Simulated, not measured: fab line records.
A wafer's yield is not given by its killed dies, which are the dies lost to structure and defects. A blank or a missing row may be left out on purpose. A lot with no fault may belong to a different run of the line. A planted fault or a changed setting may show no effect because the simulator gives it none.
Matching of chambers -- flow nandHarc -- NHARC_A_CHANNEL_FILL_D2_ETCHBACK_20 on rieDiel-12: 4 sister chambers
The step etches the open film in C4F8/O2/Ar, target depth 27 nm, time 13.5 s. 18 wafers are shown with their chamber, then 9 later ones without.

## WAFERS PAIRED WITH THEIR CHAMBERS
wafer,chamber,rfVppV (V),oesProductAu (a.u.)
L077.2,3,978,0.990
L077.5,1,988,0.976
L077.6,0,984,0.992
L079.3,0,985,0.932
L079.5,3,976,0.924
L079.6,0,985,0.931
L080.4,2,982,0.997
L080.5,3,977,1.005
L080.6,0,985,1.008
L083.1,2,982,0.988
L083.4,1,988,1.002
L083.6,1,988,0.998
L085.2,0,985,1.013
L085.3,2,982,0.990
L085.4,1,987,0.999
L086.2,2,982,0.992
L086.3,3,976,1.017
L086.5,3,978,1.017

SIGNATURES (means of the wafers above)
reading,chamber 0,chamber 1,chamber 2,chamber 3,scatter within a chamber
rfVppV,984.80,987.75,982.00,977.00,0.63
oesProductAu,0.97520,0.99375,0.99175,0.99060,0.0306
Rule: a wafer lies at a distance from a chamber equal to the root of the sum of squares, over the readings, of (its reading less the chamber's mean, divided by the reading's scatter). The wafer belongs to the nearest chamber; if the next one is less than 2 further off, it can't be placed. How the scatter is found: for the shown wafers, subtract from each reading the mean of its chamber, square and add these, divide the total by (wafers less chambers), then take the root.

## WAFERS WITHOUT THEIR CHAMBER
wafer,rfVppV (V),oesProductAu (a.u.)
L086.1,986,1.003
L086.4,989,1.007
L086.6,983,0.996
L091.1,986,0.997
L091.3,982,0.998
L091.4,985,0.998
L094.1,986,0.959
L094.4,976,0.975
L094.5,985,0.959

## WHICH CHAMBER EACH ONE RAN IN
wafer,from the rows above,in truth
L086.1,can't be placed: 0 or 1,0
L086.4,1,1
L086.6,can't be placed: 2 or 0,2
L091.1,can't be placed: 0 or 1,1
L091.3,2,2
L091.4,0,0
L094.1,can't be placed: 0 or 1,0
L094.4,3,3
L094.5,0,0
Placed correctly: 5 of 9. Can't be placed from these rows: 4 (the true chamber is among the candidates in 4). Wrongly placed: 0.
